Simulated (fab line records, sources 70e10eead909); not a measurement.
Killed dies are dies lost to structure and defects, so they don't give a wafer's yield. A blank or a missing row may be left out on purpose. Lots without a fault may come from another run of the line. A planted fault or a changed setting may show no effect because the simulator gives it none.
Chamber matching | flow nand_harc | NHARC_A_CHANNEL_FILL_D1_ALD_14 on ald_hk-02: 4 sister chambers
The step deposits SiO2, target thk 2.5 nm, pulse time 10 s, ald cycles 25. 8 wafers are shown with their chamber, then 8 later ones without.

WAFERS WITH THEIR CHAMBER
wafer  | chamber | heater_power_w (W) | precursor_pulse_height_rel
L461.6 | 1       | 475                | 1.014
L467.4 | 1       | 482                | 0.970
L467.5 | 2       | 464                | 0.995
L468.1 | 3       | 511                | 0.977
L469.2 | 0       | 535                | 1.000
L469.5 | 3       | 522                | 0.982
L469.6 | 2       | 475                | 1.012
L471.3 | 0       | 534                | 1.004

WAFERS WITHOUT THEIR CHAMBER
wafer  | heater_power_w (W) | precursor_pulse_height_rel
L471.5 | 518                | 0.960
L471.6 | 495                | 1.016
L470.2 | 511                | 0.993
L470.4 | 512                | 0.995
L470.6 | 510                | 0.986
L479.3 | 514                | 0.975
L479.5 | 495                | 1.000
L479.6 | 494                | 0.978

WHICH CHAMBER EACH WENT THROUGH
wafer  | from the rows above          | in truth
L471.5 | 3                            | 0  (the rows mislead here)
L471.6 | can't be placed: 1 or 3 or 2 | 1
L470.2 | 3                            | 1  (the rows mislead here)
L470.4 | 3                            | 3
L470.6 | 3                            | 3
L479.3 | 3                            | 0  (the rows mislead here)
L479.5 | can't be placed: 1 or 3 or 2 | 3
L479.6 | can't be placed: 1 or 3 or 2 | 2
Placed correctly: 2 of 8. Can't be placed from these rows: 3 (the true chamber is among the candidates in 3). Placed wrongly: 3.
How it was worked out, from the rows above alone: a wafer's distance from a chamber is the root of the sum, over the readings, of the square of ((its reading less the chamber's mean) divided by the reading's scatter). The wafer belongs to the nearest chamber; if the next one is less than 2 further off, it can't be placed. A chamber's mean is the mean of its shown wafers. The scatter: the root of (the sum of the squares of (reading less its chamber's mean) over the shown wafers, divided by (wafers less chambers)).
